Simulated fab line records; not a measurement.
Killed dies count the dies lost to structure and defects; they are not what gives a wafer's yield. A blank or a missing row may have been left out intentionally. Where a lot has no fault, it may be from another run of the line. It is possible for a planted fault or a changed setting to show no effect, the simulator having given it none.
fab line records    flow nandHarc
record lots=24  wafers=72  lastDay=33
route steps=1302 shown P_GATE@172 P_CONTACT@218 P_M0@274
lots that met no fault: taken from a fault-free run of the same line
startH: hours from the record's first day to the start of the lot's first wafer shown    waitH: how many hours have passed since the lot's step before this one    " identical to the entry in the row above    L1.1+2: one row covering several wafers at once    - no value, or no start was given    * or withheld: withheld    < > ~ a bound
route shown NAME@n: names a module that has steps shown in the file, with the first one's number in the route    usual: mean/standard deviation of fault-free wafers    same: alike in all rows    chamber/n: place in a boat    sites: each site's reading    _std_site: standard deviation of those values    _edge_site: outer sites' mean less inner sites'    radiusMm: for every site, how far away it sits from the centre of the wafer    mask NAME#n: copy n    behind: the tool/chamber that last shaped the wafer    hold: what put the lot on hold/how long, in hours/how the hold closed    device: the n, p or np transistor that did not switch    end of line: the same wafers' tests at the end of the route    step lacking rows: just its recipe    killed: the dies lost at the first sort to structure and to defects; this is not the yield of the wafer    map: a wafer's dies, marking killed ones x, the rest . and places with no die _
set.NAME: setting as actually run; set.NAME@STEP: the setting as run at that earlier step    model.NAME: the simulator's own value behind a step, which no gauge read
the route's steps for a sample of lots (tables are steps, rows are wafers)
services: a tool's chamber out of use, with start hour (startH, from the record's first day; less than 0 if before it), hours out, and reason
## steps
# step NHARC_P_GATE_DESCUM_48
# recipe timeS=3  o2FlowSccm=200  arFlowSccm=0  biasPowerW=0  chemistry=O2
# usual drypumpMotorCurrentA=5.8/0.36  oesProductAu=0.997/0.0082  rfVppV=57.9/0.9  showerheadPlenumPTorr=1.96/0.07  throttleValvePct=11.311/0.0094
lot.wafer  tool        chamber  startH  waitH  drypumpMotorCurrentA  oesProductAu  rfHoursCounterH  rfVppV  showerheadPlenumPTorr  throttleValvePct
L074.4     rieDiel-06  1        106.38  -      5.4                   1.001         9                58.4    1.96                   11.306
L074.3     "           2        "       "      6.1                   0.988         9                57.1    1.89                   11.313
L074.6     "           1        "       "      5.4                   1.003         -                58.8    1.96                   11.298
L075.4     rieDiel-03  1        124.20  -      5.7                   1.008         0                58.3    1.81                   11.320
L075.3     "           2        "       "      6.1                   0.990         1                58.3    2.02                   11.314
L075.5     "           1        "       "      5.7                   1.010         -                57.2    1.81                   11.326
L076.4     rieDiel-06  1        126.27  -      5.4                   1.007         10               58.1    1.96                   11.318
L076.5     "           0        "       "      6.1                   1.001         -                59.5    2.02                   11.319
L076.6     "           1        "       "      5.4                   1.003         -                58.1    1.96                   11.312
L077.4     rieDiel-03  0        144.26  -      5.5                   1.003         3                59.2    1.98                   11.316
L077.2     "           1        "       "      5.7                   1.005         3                58.5    1.81                   11.309
L077.1     "           3        "       "      4.8                   1.010         3                58.7    2.03                   11.287
L078.4     rieDiel-06  0        151.31  -      6.2                   0.982         0                58.6    2.02                   11.307
L078.2     "           1        "       "      5.4                   0.984         0                57.9    1.96                   11.313
L078.6     "           1        "       "      5.4                   0.982         -                58.3    1.96                   11.301
L079.3     rieDiel-11  3        155.64  -      5.9                   1.002         3                58.0    1.89                   11.319
L079.1     "           0        "       "      5.9                   1.004         3                57.9    1.99                   11.332
L079.5     "           3        "       "      5.9                   0.997         -                57.4    1.89                   11.318
L080.4     rieDiel-03  0        167.70  -      5.5                   1.009         4                57.5    1.98                   11.301
L080.1     "           2        "       "      6.0                   1.013         3                58.0    2.02                   11.298
L080.5     "           0        "       "      5.5                   1.001         -                56.4    1.98                   11.330
L081.4     rieDiel-11  2        178.42  -      5.8                   1.000         4                58.5    2.04                   11.307
L081.1     "           3        "       "      5.9                   0.999         4                59.0    1.89                   11.299
L081.2     "           1        "       "      6.2                   0.994         5                59.2    2.00                   11.304
L082.1     rieDiel-11  2        191.90  -      5.7                   0.983         5                59.4    2.04                   11.324
L082.4     "           0        "       "      6.0                   0.992         5                58.1    1.99                   11.314
L082.6     "           3        "       "      5.9                   0.990         -                56.8    1.89                   11.310
L083.4     rieDiel-03  1        204.66  -      5.8                   1.000         7                57.5    1.81                   11.314
L083.1     "           0        "       "      5.5                   0.990         6                57.9    1.98                   11.308
L083.6     "           2        "       "      6.1                   0.998         -                58.0    2.02                   11.299
L084.1     rieDiel-03  2        206.52  -      6.1                   0.994         6                58.5    2.02                   11.304
L084.5     "           3        "       "      4.8                   1.003         -                58.3    2.03                   11.312
L084.6     "           0        "       "      5.5                   0.999         -                57.1    1.98                   11.302
L085.3     rieDiel-06  2        219.06  -      6.1                   0.993         4                58.2    1.89                   11.310
L085.1     "           3        "       "      5.8                   1.001         5                57.5    1.87                   11.317
L085.5     "           2        "       "      6.1                   0.998         -                57.9    1.89                   11.305
L086.3     rieDiel-06  2        225.32  -      6.1                   0.993         6                57.6    1.89                   11.318
L086.4     "           0        "       "      6.1                   0.989         7                58.0    2.02                   11.314
L086.6     "           1        "       "      5.4                   0.985         -                57.7    1.96                   11.295
L087.4     rieDiel-11  1        237.10  -      6.2                   0.997         8                58.6    2.00                   11.307
L087.2     "           2        "       "      5.8                   1.009         8                58.4    2.04                   11.300
L087.6     "           2        "       "      5.8                   1.005         -                58.2    2.04                   11.309
L089.3     rieDiel-06  0        256.07  -      6.1                   1.002         7                56.6    2.02                   11.287
L089.2     "           1        "       "      5.4                   0.982         8                57.6    1.96                   11.317
L089.5     "           2        "       "      6.1                   0.999         -                58.1    1.89                   11.298
L088.2     rieDiel-06  0        256.36  -      6.1                   0.995         7                58.7    2.02                   11.310
L088.6     "           1        "       "      5.4                   0.979         -                56.9    1.96                   11.311
L088.5     "           2        "       "      6.1                   0.986         -                57.9    1.89                   11.296
L090.2     rieDiel-11  1        268.42  -      6.2                   0.988         0                57.9    2.00                   11.311
L090.1     "           2        "       "      5.8                   0.993         0                57.1    2.03                   11.303
L090.6     "           1        "       "      6.1                   0.990         -                58.5    2.00                   11.300
L091.2     rieDiel-11  0        279.93  -      6.0                   1.005         1                58.1    1.99                   11.323
L091.3     "           1        "       "      6.2                   1.018         1                58.0    2.00                   11.312
L091.5     "           3        "       "      5.8                   1.013         -                57.9    1.89                   11.314
L092.4     rieDiel-06  2        292.97  -      6.1                   0.986         9                57.8    1.89                   11.305
L092.5     "           0        "       "      6.1                   0.995         -                57.7    2.02                   11.337
L092.6     "           1        "       "      5.4                   0.990         -                55.9    1.96                   11.311
L093.4     rieDiel-11  3        303.88  -      5.9                   0.998         2                56.9    1.89                   11.323
L093.5     "           0        "       "      5.9                   0.986         -                57.3    1.99                   11.313
L093.6     "           1        "       "      6.2                   0.996         -                58.8    2.00                   11.304
L094.3     rieDiel-06  0        304.57  -      6.2                   0.989         10               57.4    2.02                   11.325
L094.1     "           2        "       "      6.1                   0.997         9                59.0    1.89                   11.299
L094.4     "           3        "       "      5.7                   0.997         10               57.7    1.87                   11.294
L095.1     rieDiel-06  0        322.57  -      6.1                   1.006         0                57.1    2.02                   11.302
L095.2     "           2        "       "      6.2                   0.999         0                57.1    1.89                   11.310
L095.6     "           3        "       "      5.8                   0.992         -                58.6    1.87                   11.321
L096.2     rieDiel-11  3        327.50  -      5.8                   1.005         5                56.7    1.89                   11.316
L096.5     "           0        "       "      5.9                   0.996         -                58.2    1.99                   11.302
L096.6     "           1        "       "      6.2                   0.982         -                58.7    2.00                   11.324
L097.1     rieDiel-03  3        336.67  -      4.8                   1.010         4                57.4    2.03                   11.309
L097.2     "           0        "       "      5.5                   1.003         4                57.0    1.97                   11.309
L097.5     "           2        "       "      6.1                   1.012         -                58.6    2.02                   11.313
# step NHARC_P_CONTACT_DEP_00
# recipe targetThkA=5000  tempC=400  pressureTorr=6.5  rfW=900  teosFlowSccm=161.4  flowSccm=2650  targetThkNm=500  gas=O2  material=SiO2
# usual heaterPowerW=494/69  throttleValvePct=16.1/0.38
lot.wafer  tool      chamber  startH  waitH  heaterPowerW  throttleValvePct
L074.3     pecvd-02  2        -       -      539           15.9
L074.4     "         1        "       "      496           15.7
L074.6     "         2        "       "      559           16.2
L075.3     pecvd-02  2        -       -      637           15.9
L075.5     "         0        "       "      415           16.7
L075.4     "         2        "       "      478           15.8
L076.4     pecvd-04  0        -       -      466           16.4
L076.6     "         1        "       "      415           15.6
L076.5     "         2        "       "      513           15.7
L077.2     pecvd-04  1        -       -      571           15.6
L077.1     "         0        "       "      392           16.3
L077.4     "         2        "       "      368           15.8
L078.2     pecvd-04  2        -       -      492           15.6
L078.4     "         2        "       "      500           15.5
L078.6     "         0        "       "      372           16.3
L079.1     pecvd-01  0        162.51  0.3    371           16.4
L079.3     "         2        "       "      421           16.5
L079.5     "         0        "       "      444           16.4
L080.1     pecvd-01  0        -       -      502           16.5
L080.4     "         2        "       "      461           16.3
L080.5     "         1        "       "      467           16.1
L081.2     pecvd-01  2        -       -      484           16.2
L081.1     "         0        "       "      442           16.4
L081.4     "         1        "       "      516           16.0
L082.1     pecvd-04  1        -       -      472           15.9
L082.6     "         2        "       "      500           15.9
L082.4     "         1        "       "      503           16.1
L083.1     pecvd-02  2        -       -      596           16.2
L083.4     "         2        "       "      618           16.1
L083.6     "         0        "       "      558           16.8
L084.1     pecvd-04  2        -       -      449           15.8
L084.5     "         0        "       "      507           16.0
L084.6     "         1        "       "      453           15.7
L085.3     pecvd-01  1        -       -      468           16.1
L085.1     "         0        "       "      466           16.6
L085.5     "         1        "       "      496           16.0
L086.3     pecvd-04  2        -       -      489           15.7
L086.6     "         0        "       "      428           16.4
L086.4     "         1        "       "      494           15.8
L087.2     pecvd-02  1        -       -      592           15.2
L087.6     "         2        "       "      622           16.3
L087.4     "         1        "       "      612           15.2
L089.2     pecvd-04  0        -       -      472           16.4
L089.3     "         2        "       "      399           15.9
L089.5     "         1        "       "      460           15.9
L088.2     pecvd-01  2        -       -      510           16.7
L088.6     "         1        "       "      447           16.1
L088.5     "         2        "       "      537           16.5
L090.2     pecvd-02  1        -       -      577           15.5
L090.1     "         2        "       "      532           16.0
L090.6     "         2        "       "      568           16.1
L091.2     pecvd-04  2        -       -      487           16.1
L091.3     "         1        "       "      563           16.1
L091.5     "         2        "       "      351           16.1
L092.4     pecvd-02  1        -       -      482           15.4
L092.6     "         2        "       "      567           16.0
L092.5     "         0        "       "      524           16.0
L093.5     pecvd-01  1        -       -      448           16.1
L093.4     "         2        "       "      530           16.7
L093.6     "         0        "       "      458           16.5
L094.3     pecvd-04  1        -       -      535           15.9
L094.1     "         2        "       "      449           16.0
L094.4     "         1        "       "      569           15.7
L095.2     pecvd-04  0        -       -      375           16.7
L095.1     "         1        "       "      551           15.8
L095.6     "         2        "       "      423           16.0
L096.2     pecvd-02  0        -       -      535           16.3
L096.5     "         1        "       "      622           15.4
L096.6     "         2        "       "      612           16.0
L097.2     pecvd-04  1        -       -      577           15.9
L097.1     "         2        "       "      479           16.0
L097.5     "         2        "       "      360           15.8
# step NHARC_P_CONTACT_ETCH_31
# recipe targetDepthA=300  timeS=85.7  ionEnergyEv=120  overEtchFrac=1  ch3fFlowSccm=50  o2FlowSccm=30  arFlowSccm=200  rfW=500  biasW=100  chemistry=CH3F/O2
# usual drypumpMotorCurrentA=5.7/0.55  oesProductAu=0.972/0.017  rfVppV=244.6/1.9  showerheadPlenumPTorr=2.47/0.12  throttleValvePct=20.664/0.0096
lot.wafer  tool        chamber  startH  waitH  drypumpMotorCurrentA  oesProductAu  rfHoursCounterH  rfVppV  showerheadPlenumPTorr  throttleValvePct
L074.4     rieDiel-05  3        -       -      6.0                   0.978         1.7              242.0   2.31                   20.672
L074.3     "           0        "       "      5.7                   0.990         1.6              244.3   2.52                   20.652
L074.6     "           3        "       "      6.0                   0.972         -                241.6   2.31                   20.657
L075.3     rieDiel-10  0        -       -      6.4                   0.974         1.8              244.4   2.40                   20.661
L075.4     "           2        "       "      6.1                   0.978         1.5              244.7   2.57                   20.658
L075.5     "           1        "       "      4.8                   0.976         -                248.0   2.65                   20.659
L076.4     rieDiel-10  0        -       -      6.4                   0.976         2.2              244.6   2.40                   20.653
L076.6     "           2        "       "      6.1                   0.988         -                245.1   2.57                   20.674
L076.5     "           3        "       "      5.6                   0.971         -                247.3   2.64                   20.662
L077.1     rieDiel-01  2        -       -      5.6                   0.980         5.6              246.9   2.58                   20.692
L077.2     "           3        "       "      5.3                   0.994         5.1              242.8   2.34                   20.653
L077.4     "           0        "       "      5.3                   0.975         5.0              243.1   2.34                   20.682
L078.2     rieDiel-10  3        -       -      5.6                   0.980         2.8              246.4   2.64                   20.663
L078.4     "           0        "       "      6.4                   0.979         2.8              243.8   2.40                   20.660
L078.6     "           2        "       "      6.1                   0.984         -                247.1   2.57                   20.668
L079.1     rieDiel-10  1        -       -      4.8                   0.984         3.0              247.4   2.65                   20.671
L079.3     "           0        "       "      6.4                   0.981         3.2              243.0   2.40                   20.670
L079.5     "           1        "       "      4.8                   0.967         -                247.2   2.65                   20.672
L080.4     rieDiel-01  0        -       -      5.3                   0.976         6.4              241.4   2.34                   20.653
L080.1     "           1        "       "      6.5                   0.981         6.0              244.7   2.44                   20.666
L080.5     "           0        "       "      5.3                   0.985         -                243.9   2.34                   20.687
L081.2     rieDiel-05  2        -       -      4.9                   0.957         3.4              242.6   2.32                   20.664
L081.4     "           3        "       "      6.0                   0.961         3.6              243.3   2.31                   20.664
L081.1     "           0        "       "      5.8                   0.961         3.0              245.9   2.52                   20.666
L082.4     rieDiel-10  2        -       -      6.1                   0.963         4.0              245.3   2.57                   20.661
L082.1     "           0        "       "      6.4                   0.951         4.1              244.5   2.40                   20.669
L082.6     "           1        "       "      4.8                   0.950         -                245.6   2.65                   20.648
L083.1     rieDiel-05  0        -       -      5.8                   0.960         4.0              245.1   2.52                   20.662
L083.4     "           1        "       "      6.2                   0.969         -                243.9   2.41                   20.657
L083.6     "           0        "       "      5.8                   0.970         -                244.8   2.52                   20.665
L084.1     rieDiel-10  2        -       -      6.1                   0.985         4.7              245.8   2.57                   20.653
L084.6     "           1        "       "      4.8                   0.969         -                247.0   2.65                   20.669
L084.5     "           2        "       "      6.1                   0.984         -                244.9   2.57                   20.679
L085.1     rieDiel-01  3        -       -      5.2                   0.984         1.1              242.1   2.34                   20.665
L085.3     "           1        "       "      6.5                   1.001         0.8              243.7   2.44                   20.664
L085.5     "           3        "       "      5.2                   0.989         -                244.6   2.34                   20.657
L086.4     rieDiel-10  1        -       -      4.8                   0.949         5.2              248.2   2.65                   20.644
L086.3     "           2        "       "      6.1                   0.959         5.1              245.7   2.57                   20.666
L086.6     "           0        "       "      6.4                   0.977         -                244.9   2.40                   20.653
L087.2     rieDiel-05  2        -       -      4.9                   0.990         0.5              242.7   2.32                   20.674
L087.4     "           3        "       "      6.0                   0.989         0.4              241.2   2.31                   20.668
L087.6     "           0        "       "      5.8                   0.976         -                245.6   2.52                   20.668
L089.2     rieDiel-05  1        -       -      6.2                   0.952         1.0              243.3   2.41                   20.668
L089.3     "           2        "       "      4.8                   0.948         1.2              242.3   2.32                   20.653
L089.5     "           1        "       "      6.2                   0.955         -                243.5   2.41                   20.651
L088.2     rieDiel-10  1        -       -      4.8                   0.995         0.6              248.9   2.65                   20.645
L088.6     "           0        "       "      6.4                   0.987         -                243.9   2.40                   20.667
L088.5     "           1        "       "      4.8                   0.983         -                247.3   2.65                   20.678
L090.1     rieDiel-05  0        -       -      5.8                   0.981         1.2              245.2   2.52                   20.665
L090.2     "           2        "       "      4.9                   0.982         1.7              241.6   2.32                   20.669
L090.6     "           3        "       "      6.0                   0.987         -                241.7   2.31                   20.668
L091.3     rieDiel-05  2        -       -      4.8                   0.969         2.3              241.7   2.32                   20.671
L091.2     "           1        "       "      6.2                   0.975         2.1              243.2   2.41                   20.670
L091.5     "           3        "       "      6.0                   0.950         -                243.0   2.31                   20.653
L092.4     rieDiel-05  2        -       -      4.9                   0.985         2.8              243.2   2.32                   20.657
L092.6     "           0        "       "      5.8                   0.978         -                246.7   2.52                   20.673
L092.5     "           1        "       "      6.2                   0.980         -                243.1   2.41                   20.654
L093.4     rieDiel-10  2        -       -      6.1                   0.970         2.1              246.1   2.56                   20.671
L093.6     "           2        "       "      6.1                   0.966         -                245.4   2.56                   20.662
L093.5     "           3        "       "      5.6                   0.989         -                247.6   2.64                   20.675
L094.4     rieDiel-05  0        -       -      5.8                   0.949         2.7              245.2   2.52                   20.665
L094.3     "           1        "       "      6.2                   0.943         3.1              243.6   2.41                   20.650
L094.1     "           2        "       "      4.9                   0.957         3.2              243.2   2.32                   20.658
L095.2     rieDiel-01  3        -       -      5.3                   0.984         5.8              242.6   2.34                   20.656
L095.1     "           2        "       "      5.5                   0.987         6.7              246.1   2.57                   20.666
L095.6     "           3        "       "      5.2                   0.993         -                243.3   2.34                   20.689
L096.2     rieDiel-05  1        -       -      6.2                   0.929         3.7              243.4   2.41                   20.649
L096.6     "           3        "       "      6.0                   0.924         -                242.5   2.31                   20.655
L096.5     "           0        "       "      5.8                   0.912         -                245.8   2.52                   20.658
L097.2     rieDiel-05  3        -       -      6.0                   0.954         3.7              242.2   2.31                   20.659
L097.1     "           0        "       "      5.8                   0.960         3.6              246.0   2.52                   20.668
L097.5     "           2        "       "      4.9                   0.950         -                241.2   2.32                   20.649
# step NHARC_P_M0_PVD_20
# recipe targetThkA=50  biasV=168.6  powerW=15000  chamberPressurePa=0.12  timeS=8.06  substrateTempC=50  material=TaN
# usual throttleValvePct=29.7/1.2
lot.wafer  tool           chamber  startH  waitH  throttleValvePct
L074.4     pvdSputter-02  -        -       -      28.9
L074.3     "              -        "       "      29.3
L074.6     "              -        "       "      30.7
L075.3     pvdSputter-01  -        -       -      27.5
L075.4     "              -        "       "      29.9
L075.5     "              -        "       "      30.4
L076.4     pvdSputter-02  -        -       -      30.4
L076.5     "              -        "       "      29.3
L076.6     "              -        "       "      30.5
L077.1     pvdSputter-03  -        -       -      28.1
L077.2     "              -        "       "      30.2
L077.4     "              -        "       "      30.6
L078.4     pvdSputter-01  -        -       -      29.3
L078.2     "              -        "       "      27.7
L078.6     "              -        "       "      29.6
L079.1     pvdSputter-01  -        -       -      29.8
L079.3     "              -        "       "      29.3
L079.5     "              -        "       "      30.1
L080.4     pvdSputter-03  -        -       -      30.8
L080.1     "              -        "       "      30.9
L080.5     "              -        "       "      31.2
L081.4     pvdSputter-03  -        -       -      31.0
L081.1     "              -        "       "      30.4
L081.2     "              -        "       "      27.5
L082.4     pvdSputter-01  -        -       -      30.1
L082.1     "              -        "       "      29.3
L082.6     "              -        "       "      30.3
L083.1     pvdSputter-03  -        -       -      31.2
L083.4     "              -        "       "      30.2
L083.6     "              -        "       "      27.6
L084.1     pvdSputter-02  -        -       -      29.2
L084.5     "              -        "       "      30.5
L084.6     "              -        "       "      28.9
L085.3     pvdSputter-02  -        -       -      29.2
L085.1     "              -        "       "      30.4
L085.5     "              -        "       "      30.5
L086.3     pvdSputter-03  -        -       -      30.9
L086.4     "              -        "       "      29.9
L086.6     "              -        "       "      27.5
L087.4     pvdSputter-03  -        -       -      30.6
L087.2     "              -        "       "      30.3
L087.6     "              -        "       "      30.8
L089.3     pvdSputter-02  -        -       -      30.4
L089.2     "              -        "       "      29.0
L089.5     "              -        "       "      30.5
L088.2     pvdSputter-01  -        -       -      29.0
L088.6     "              -        "       "      30.6
L088.5     "              -        "       "      29.0
L090.2     pvdSputter-03  -        -       -      31.0
L090.1     "              -        "       "      27.3
L090.6     "              -        "       "      30.0
L091.3     pvdSputter-01  -        -       -      27.2
L091.2     "              -        "       "      30.8
L091.5     "              -        "       "      30.5
L092.4     pvdSputter-02  -        -       -      30.8
L092.6     "              -        "       "      31.1
L092.5     "              -        "       "      28.9
L093.4     pvdSputter-03  -        -       -      27.3
L093.5     "              -        "       "      30.3
L093.6     "              -        "       "      27.4
L094.3     pvdSputter-03  -        -       -      30.7
L094.4     "              -        "       "      31.1
L094.1     "              -        "       "      30.3
L095.1     pvdSputter-03  -        -       -      30.2
L095.2     "              -        "       "      27.2
L095.6     "              -        "       "      27.3
L096.2     pvdSputter-03  -        -       -      30.1
L096.6     "              -        "       "      30.3
L096.5     "              -        "       "      27.4
L097.1     pvdSputter-02  -        -       -      29.8
L097.2     "              -        "       "      30.6
L097.5     "              -        "       "      30.9
# step NHARC_P_M0_THK_MEAS_24
# recipe thkMeasGauge=xrf
# usual thkNm=117.9/1.5
lot.wafer  tool          chamber  startH  waitH  thkNm
L074.3     filmMetro-01  -        121.32  -      118.6
L074.4     "             -        "       "      117.4
L074.6     "             -        "       "      119.2
L075.3     filmMetro-02  -        138.87  -      118.7
L075.4     "             -        "       "      116.4
L075.5     "             -        "       "      119.0
L076.4     filmMetro-01  -        142.38  -      116.4
L076.5     "             -        "       "      117.1
L076.6     "             -        "       "      116.9
L077.1     filmMetro-01  -        158.97  -      116.2
L077.2     "             -        "       "      117.6
L077.4     "             -        "       "      116.8
L078.2     filmMetro-01  -        166.34  -      118.8
L078.4     "             -        "       "      116.1
L078.6     "             -        "       "      116.4
L079.1     filmMetro-01  -        170.81  -      117.7
L079.3     "             -        "       "      118.0
L079.5     "             -        "       "      120.3
L080.1     filmMetro-02  -        182.59  -      117.4
L080.4     "             -        "       "      116.8
L080.5     "             -        "       "      117.6
L081.1     filmMetro-01  -        193.15  -      118.6
L081.2     "             -        "       "      118.2
L081.4     "             -        "       "      119.1
L082.1     filmMetro-02  -        206.26  -      118.5
L082.4     "             -        "       "      118.3
L082.6     "             -        "       "      120.3
L083.1     filmMetro-01  -        219.08  -      116.9
L083.4     "             -        "       "      115.1
L083.6     "             -        "       "      117.9
L084.1     filmMetro-02  -        220.87  -      117.4
L084.5     "             -        "       "      119.0
L084.6     "             -        "       "      120.6
L085.1     filmMetro-01  -        233.60  -      118.8
L085.3     "             -        "       "      119.3
L085.5     "             -        "       "      119.3
L086.3     filmMetro-02  -        240.07  -      117.0
L086.4     "             -        "       "      118.9
L086.6     "             -        "       "      120.4
L087.2     filmMetro-02  -        251.60  -      118.3
L087.4     "             -        "       "      119.5
L087.6     "             -        "       "      117.6
L089.2     filmMetro-02  -        270.53  -      117.8
L089.3     "             -        "       "      119.8
L089.5     "             -        "       "      116.7
L088.2     filmMetro-02  -        271.24  -      118.1
L088.5     "             -        "       "      118.7
L088.6     "             -        "       "      121.1
L090.1     filmMetro-02  -        283.26  -      115.5
L090.2     "             -        "       "      115.8
L090.6     "             -        "       "      117.0
L091.2     filmMetro-02  -        294.56  -      114.2
L091.3     "             -        "       "      115.6
L091.5     "             -        "       "      117.6
L092.4     filmMetro-02  -        307.62  -      119.3
L092.5     "             -        "       "      117.3
L092.6     "             -        "       "      116.7
L093.4     filmMetro-01  -        318.28  -      118.8
L093.5     "             -        "       "      119.6
L093.6     "             -        "       "      117.6
L094.1     filmMetro-02  -        319.46  -      118.0
L094.3     "             -        "       "      117.4
L094.4     "             -        "       "      118.0
L095.1     filmMetro-01  -        336.97  -      119.0
L095.2     "             -        "       "      117.0
L095.6     "             -        "       "      118.8
L096.2     filmMetro-01  -        342.79  -      117.3
L096.5     "             -        "       "      116.0
L096.6     "             -        "       "      116.3
L097.1     filmMetro-02  -        352.01  -      116.1
L097.2     "             -        "       "      119.8
L097.5     "             -        "       "      117.3
# step NHARC_P_M0_PRE_CLEAN_31
# recipe timeS=12  tempC=370  rfPowerW=300  gas=NH3
# usual heaterPowerW=585/54
lot.wafer  tool      chamber  startH  waitH  heaterPowerW
L074.3     pecvd-01  0        121.58  0.1    546
L074.6     "         1        "       "      551
L074.4     "         0        "       "      546
L075.3     pecvd-04  2        139.12  0.1    495
L075.4     "         1        "       "      521
L075.5     "         2        "       "      495
L076.5     pecvd-03  1        142.64  0.1    631
L076.6     "         2        "       "      580
L076.4     "         0        "       "      739
L077.2     pecvd-03  2        159.19  0.1    564
L077.1     "         1        "       "      551
L077.4     "         1        "       "      558
L078.2     pecvd-03  0        166.59  0.1    704
L078.6     "         1        "       "      632
L078.4     "         0        "       "      716
L079.3     pecvd-04  1        171.03  0.1    628
L079.1     "         2        "       "      562
L079.5     "         2        "       "      563
L080.1     pecvd-04  0        182.84  0.1    577
L080.5     "         1        "       "      597
L080.4     "         2        "       "      568
L081.2     pecvd-04  2        193.37  0.1    502
L081.1     "         0        "       "      579
L081.4     "         2        "       "      497
L082.1     pecvd-04  1        206.50  0.1    574
L082.4     "         0        "       "      512
L082.6     "         1        "       "      591
L083.1     pecvd-04  2        219.33  0.1    517
L083.4     "         0        "       "      578
L083.6     "         2        "       "      513
L084.1     pecvd-01  2        221.12  0.1    576
L084.6     "         0        "       "      559
L084.5     "         1        "       "      611
L085.3     pecvd-01  1        233.82  0.1    563
L085.1     "         0        "       "      596
L085.5     "         0        "       "      580
L086.3     pecvd-04  1        240.31  0.1    654
L086.4     "         0        "       "      551
L086.6     "         1        "       "      629
L087.2     pecvd-04  0        251.83  0.1    526
L087.4     "         0        "       "      534
L087.6     "         2        "       "      572
L089.3     pecvd-03  1        270.76  0.1    603
L089.2     "         2        "       "      643
L089.5     "         0        "       "      681
L088.2     pecvd-03  2        271.49  0.1    544
L088.5     "         1        "       "      578
L088.6     "         2        "       "      533
L090.1     pecvd-04  1        283.49  0.1    613
L090.2     "         2        "       "      485
L090.6     "         2        "       "      484
L091.3     pecvd-03  0        294.78  0.1    696
L091.2     "         2        "       "      542
L091.5     "         2        "       "      554
L092.4     pecvd-01  1        307.88  0.1    608
L092.6     "         2        "       "      551
L092.5     "         0        "       "      548
L093.4     pecvd-04  1        318.54  0.1    542
L093.6     "         2        "       "      586
L093.5     "         0        "       "      489
L094.3     pecvd-04  2        319.68  0.1    546
L094.1     "         1        "       "      649
L094.4     "         1        "       "      659
L095.2     pecvd-03  2        337.21  0.1    600
L095.1     "         0        "       "      665
L095.6     "         0        "       "      676
L096.2     pecvd-01  2        343.01  0.1    626
L096.6     "         2        "       "      624
L096.5     "         0        "       "      516
L097.1     pecvd-03  0        352.25  0.1    685
L097.2     "         1        "       "      635
L097.5     "         1        "       "      627
## services
tool           chamber  startH  hours  kind
pecvd-04       -        88.14   13.0   pm
rieDiel-05     3        90.79   4.4    repair
rieDiel-10     1        118.89  4.1    repair
rieDiel-05     0        119.39  14.6   repair
rieDiel-06     2        124.25  1.3    repair
pecvd-01       -        130.05  13.0   pm
rieDiel-06     -        130.20  9.0    pm
pvdSputter-03  -        130.45  5.2    repair
pecvd-04       -        136.37  0.5    repair
pecvd-01       1        144.67  20.0   repair
rieDiel-05     2        146.39  7.0    repair
rieDiel-06     2        153.30  14.5   repair
rieDiel-10     2        166.30  3.0    repair
pvdSputter-03  -        170.00  10.0   pm
rieDiel-05     3        195.47  11.0   repair
rieDiel-05     2        218.37  5.3    repair
rieDiel-05     -        229.60  9.0    pm
pecvd-04       -        269.14  13.0   pm
pecvd-04       -        287.53  0.9    repair
rieDiel-06     -        307.20  9.0    pm
pecvd-01       -        311.07  13.0   pm
pvdSputter-03  -        330.39  1.0    repair
rieDiel-05     -        331.08  0.5    repair
pvdSputter-03  -        348.02  10.0   pm
## key
fault none
